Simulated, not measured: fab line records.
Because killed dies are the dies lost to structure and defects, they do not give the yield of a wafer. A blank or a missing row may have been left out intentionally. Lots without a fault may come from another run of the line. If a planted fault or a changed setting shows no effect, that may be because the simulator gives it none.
The same fault as seen by 3 desks / flow n5Finfet / numbers are kept per desk, each desk with only its own; the story behind them comes last

== THE DEFECT DESK ==
What the inspections along the route counted, lot by lot: means of the sampled wafers that have a number. Any lot whose mean is over 4 standard deviations away from the usual mean is out of limits and marked OUT; that distance is given in the brackets.
Columns: A = rawDefectCount at N5_BEOL_M12_INSPECT_30, usual 1.9
lot=L215; first seen here=day 14 04:36; A=1.7
lot=L213; first seen here=day 14 14:17; A=1.3
lot=L219; first seen here=day 15 11:59; A=2.3
lot=L222; first seen here=day 15 14:28; A=2.3
lot=L221; first seen here=day 15 21:41; A=2.0
lot=L230; first seen here=day 18 07:20; A=2.0
This desk's verdict: no lot among the 6 shows anything out of limits.

== THE TOOL OWNER'S DESK: rieDiel-04 ==
The tool's own readings at N5_BEOL_M12_ETCH_68 (etches SOC in N2/H2, time 285 s): means of the sampled wafers that have a number, for each lot that ran on this tool. Any lot whose mean is over 4 standard deviations away from the usual mean is out of limits and marked OUT; that distance is given in the brackets.
Columns: A = drypumpMotorCurrentA at N5_BEOL_M12_ETCH_68, usual 5.6 A; B = oesProductAu at N5_BEOL_M12_ETCH_68, usual 0.82 a.u.; C = rfVppV at N5_BEOL_M12_ETCH_68, usual 524.4 V; D = showerheadPlenumPTorr at N5_BEOL_M12_ETCH_68, usual 2.56 Torr; E = throttleValvePct at N5_BEOL_M12_ETCH_68, usual 17.66 %
lot=L219; first seen here=day 15 12:45; A=5.9; B=0.84; C=525.7; D=2.61; E=17.73
lot=L222; first seen here=day 15 14:53; A=5.8; B=0.90; C=523.5; D=2.58; E=17.82
lot=L221; first seen here=day 15 21:55; A=6.0; B=0.95; C=526.3; D=2.63; E=17.66
This desk's verdict: no lot among the 3 shows anything out of limits.

== METROLOGY DESK ==
Means of the sampled wafers that have a number, per lot and without regard to the tool the lot ran on: this is what the gauges read. Any lot whose mean is over 4 standard deviations away from the usual mean is out of limits and marked OUT; that distance is given in the brackets.
Columns: A = cdNm at N5_BEOL_M12_CD_MEAS_28, usual 161.4 nm; B = M12_OVL at N5_BEOL_M12_OVL_MEAS_29, usual 1 nm
lot=L215; first seen here=day 14 04:33; A=162.9; B=5
lot=L213; first seen here=day 14 14:14; A=161.2; B=-0
lot=L219; first seen here=day 15 11:56; A=160.8; B=2
lot=L222; first seen here=day 15 14:25; A=160.1; B=-1
lot=L221; first seen here=day 15 21:38; A=160.1; B=-5
lot=L230; first seen here=day 18 07:17; A=162.0; B=1
This desk's verdict: no lot among the 6 shows anything out of limits.

== TAKEN TOGETHER ==
Nothing out of limits was seen by the defect desk.
The tool owner's desk saw nothing out of limits.
Metrology desk: nothing out of limits seen.

== WHAT THE SIMULATOR HAD PUT IN ==
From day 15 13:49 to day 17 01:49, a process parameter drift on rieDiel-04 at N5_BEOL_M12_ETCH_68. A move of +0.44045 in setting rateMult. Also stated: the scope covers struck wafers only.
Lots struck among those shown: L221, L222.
